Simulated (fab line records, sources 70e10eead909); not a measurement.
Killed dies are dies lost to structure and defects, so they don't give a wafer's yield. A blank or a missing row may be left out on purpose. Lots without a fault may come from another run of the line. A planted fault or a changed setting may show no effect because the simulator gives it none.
Chamber matching | flow nand_harc | NHARC_A_BLC_CMP_25 on cmp-02: 4 sister chambers
The step polishes, t overpolish 30 s, target thk 150 nm. 4 wafers are shown with their chamber, then 7 later ones without.

WAFERS WITH THEIR CHAMBER
wafer  | chamber | motor_current_A (A)
L077.4 | 2       | 10.9
L083.3 | 3       | 12.1
L086.1 | 1       | 13.6
L086.2 | 0       | 11.2

WAFERS WITHOUT THEIR CHAMBER
wafer  | motor_current_A (A)
L086.5 | 11.5
L089.2 | 12.0
L089.3 | 11.4
L089.5 | 11.3
L096.1 | 11.7
L096.3 | 11.1
L096.6 | 11.2

WHICH CHAMBER EACH WENT THROUGH
wafer  | from the rows above          | in truth
L086.5 | can't be placed: 0 or 2 or 3 | 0
L089.2 | 3                            | 3
L089.3 | can't be placed: 0 or 2      | 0
L089.5 | can't be placed: 0 or 2      | 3
L096.1 | can't be placed: 3 or 0 or 2 | 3
L096.3 | can't be placed: 0 or 2      | 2
L096.6 | can't be placed: 0 or 2      | 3
Placed correctly: 1 of 7. Can't be placed from these rows: 6 (the true chamber is among the candidates in 4). Placed wrongly: 0.
How it was worked out, from the rows above alone: a wafer's distance from a chamber is the root of the sum, over the readings, of the square of ((its reading less the chamber's mean) divided by the reading's scatter). The wafer belongs to the nearest chamber; if the next one is less than 2 further off, it can't be placed. A chamber's mean is the mean of its shown wafers. The scatter: with one shown wafer a chamber, the root of the mean of the squares of how far each hidden wafer lies from its nearest shown one.
